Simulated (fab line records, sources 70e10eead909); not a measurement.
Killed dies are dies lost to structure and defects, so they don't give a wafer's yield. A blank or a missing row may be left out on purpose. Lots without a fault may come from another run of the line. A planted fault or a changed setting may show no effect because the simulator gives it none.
Which tool did it? | flow nand_harc | 6 lots, 18 wafers sampled, at 4 steps of a route of 1159

WHAT THE GAUGES READ, wafer by wafer
NHARC_THIN_TSV_CD_MEAS_33: target cd 5000 nm.
lot  | measured     | on        | cd_nm (nm)
L634 | day 19 06:59 | cd_sem-03 | 5002.3 5004.7 5000.0
L631 | day 19 13:35 | cd_sem-01 | 4998.8 5001.8 5002.8
L635 | day 20 10:32 | cd_sem-03 | 5002.0 5001.8 5000.2
L637 | day 21 07:27 | cd_sem-01 | 5000.8 4999.1 4997.7
L647 | day 24 00:00 | cd_sem-03 | 5000.9 4997.7 4998.2
L652 | day 24 16:17 | cd_sem-01 | 4998.0 4997.8 4998.1

WHICH TOOL RAN EACH LOT (tool, then ch and the chambers of the sampled wafers, then the start)
lot  | NHARC_A_BONDPAD_ETCH_24                       | NHARC_A_BONDPAD_CMP_19        | NHARC_THIN_TSV_DEP_43
L634 | rie_diel-03 ch 0,1,3, day 18 10:20            | cmp-01 ch 1,2,3, day 18 11:51 | pecvd-03 ch 0,1, day 19 00:13
L631 | rie_diel-05 ch 0,1, day 18 15:52 or earlier   | cmp-01 ch 0,2,3, day 18 15:52 | pecvd-04 ch 0,1,2, day 19 06:53
L635 | rie_diel-03 ch 0,2,3, day 19 15:14 or earlier | cmp-04 ch 1,2,3, day 19 15:14 | pecvd-03 ch 1,2, day 20 03:54
L637 | rie_diel-06 ch 0,2,3, day 20 09:20 or earlier | cmp-01 ch 0,2,3, day 20 09:20 | pecvd-04 ch 0,1,2, day 21 00:41
L647 | rie_diel-03 ch 0,1, day 23 04:47 or earlier   | cmp-01 ch 0,3, day 23 04:47   | pecvd-03 ch 0,2, day 23 17:14
L652 | rie_diel-03 ch 1,3, day 23 20:59 or earlier   | cmp-01 ch 0,3, day 23 20:59   | pecvd-02 ch 0,1, day 24 09:29
- NHARC_A_BONDPAD_ETCH_24: etches the open film in CF4/N2, target depth 30 nm, time 72.99 s.
- NHARC_A_BONDPAD_CMP_19: polishes, t overpolish 30 s, cu recess touch 16 s, target thk 169.8 nm.
- NHARC_THIN_TSV_DEP_43: deposits SiO2, target thk 1328.5 nm.

THE ANSWER, worked out from the rows above alone
Rule: what is usual is taken from the lots themselves. Put in order of their means at a reading, lots are off if they are a third of the lots or fewer, leave a main group of 4 or more, and stand apart from it by a gap of 3 or more times the standard deviation of the main group's means; of several such gaps the widest counts. A main group whose means are all the same, to the digits that the tables above print for the reading, isn't used. A lot without any number at a reading at which 4 lots or more have one is off too. The other lots that the step has rows for count as sound.
No lot is off at any reading shown: from this, nothing can be told.

WHAT THE SIMULATOR HAD PUT IN
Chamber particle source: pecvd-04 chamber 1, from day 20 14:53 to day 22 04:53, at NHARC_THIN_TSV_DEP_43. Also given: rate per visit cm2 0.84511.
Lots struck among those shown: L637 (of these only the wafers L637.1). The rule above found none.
